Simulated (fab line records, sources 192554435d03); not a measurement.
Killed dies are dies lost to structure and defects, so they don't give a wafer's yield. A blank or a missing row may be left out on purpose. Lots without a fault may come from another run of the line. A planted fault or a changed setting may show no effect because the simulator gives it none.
Chamber matching | flow n5_finfet | N5_BEOL_M13_ETCH_68 on rie_diel-03: 4 sister chambers
The step etches SOC in N2/H2, time 355 s. 4 wafers are shown with their chamber, then 8 later ones without.

WAFERS WITH THEIR CHAMBER
wafer  | chamber | drypump_motor_current_A (A)
L083.4 | 3       | 6.4
L088.1 | 2       | 6.6
L087.6 | 0       | 5.3
L094.2 | 1       | 5.8

WAFERS WITHOUT THEIR CHAMBER
wafer  | drypump_motor_current_A (A)
L094.3 | 6.4
L094.5 | 5.9
L096.4 | 5.3
L096.5 | 6.4
L096.6 | 5.3
L097.2 | 5.8
L097.4 | 6.6
L097.5 | 5.8

WHICH CHAMBER EACH WENT THROUGH
wafer  | from the rows above | in truth
L094.3 | 3                   | 3
L094.5 | 1                   | 1
L096.4 | 0                   | 0
L096.5 | 3                   | 3
L096.6 | 0                   | 0
L097.2 | 1                   | 1
L097.4 | 2                   | 2
L097.5 | 1                   | 1
Placed correctly: 8 of 8. Can't be placed from these rows: 0. Placed wrongly: 0.
How it was worked out, from the rows above alone: a wafer's distance from a chamber is the root of the sum, over the readings, of the square of ((its reading less the chamber's mean) divided by the reading's scatter). The wafer belongs to the nearest chamber; if the next one is less than 2 further off, it can't be placed. A chamber's mean is the mean of its shown wafers. The scatter: with one shown wafer a chamber, the root of the mean of the squares of how far each hidden wafer lies from its nearest shown one.
